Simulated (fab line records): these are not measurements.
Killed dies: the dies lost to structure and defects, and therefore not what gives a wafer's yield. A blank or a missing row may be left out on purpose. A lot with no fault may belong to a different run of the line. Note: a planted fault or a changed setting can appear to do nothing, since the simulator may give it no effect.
Chamber matching	flow n5Finfet	uvCure-02 running N5_BEOL_M8_CURE_75: 3 sister chambers
The step cures SiCOH lowk, time 120 s. 6 wafers are shown with their chamber, then 12 later ones without.

## WAFERS PAIRED WITH THEIR CHAMBERS
wafer	chamber	wafer_temp_C_max	lampPowerPct (%)
L074.5	0	373.5	52.38
L074.6	0	372.1	52.23
L088.3	1	370.7	52.33
L088.6	1	370.8	52.33
L087.3	2	372.6	52.40
L087.4	2	371.9	52.32

## WAFERS WHOSE CHAMBER IS MISSING
wafer	wafer_temp_C_max	lampPowerPct (%)
L091.1	372.0	52.39
L091.3	372.9	52.28
L091.6	372.7	52.29
L089.1	371.3	52.31
L089.2	370.9	52.37
L089.4	370.9	52.34
L094.1	372.6	52.37
L094.5	371.7	52.31
L094.6	372.1	52.30
L097.1	371.9	52.24
L097.2	371.4	52.28
L097.4	371.8	52.37

## WHICH CHAMBER EACH ONE RAN IN
wafer	from the rows above	in truth
L091.1	can't be placed: 2 or 0 or 1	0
L091.3	can't be placed: 0 or 2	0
L091.6	can't be placed: 0 or 2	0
L089.1	can't be placed: 1 or 2 or 0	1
L089.2	can't be placed: 1 or 2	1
L089.4	can't be placed: 1 or 2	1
L094.1	can't be placed: 2 or 0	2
L094.5	can't be placed: 2 or 1 or 0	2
L094.6	can't be placed: 2 or 0 or 1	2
L097.1	can't be placed: 0 or 2 or 1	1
L097.2	can't be placed: 1 or 2 or 0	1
L097.4	can't be placed: 2 or 1 or 0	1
0 of 12 placed correctly. Unplaceable from these rows: 12, with the true chamber sitting among the candidates in 12. 0 placed wrongly.
How it was worked out, from the rows above alone: a wafer's distance from a chamber is the root of the sum, over the readings, of the square of ((its reading less the chamber's mean) divided by the reading's scatter). The wafer belongs to the nearest chamber; if the next one is less than 2 further off, it can't be placed. For every chamber, the mean is computed from those of its wafers that are shown. The scatter is the square root of a quotient: the sum, over the shown wafers, of each reading's squared deviation from its chamber's mean, divided by wafers minus chambers.
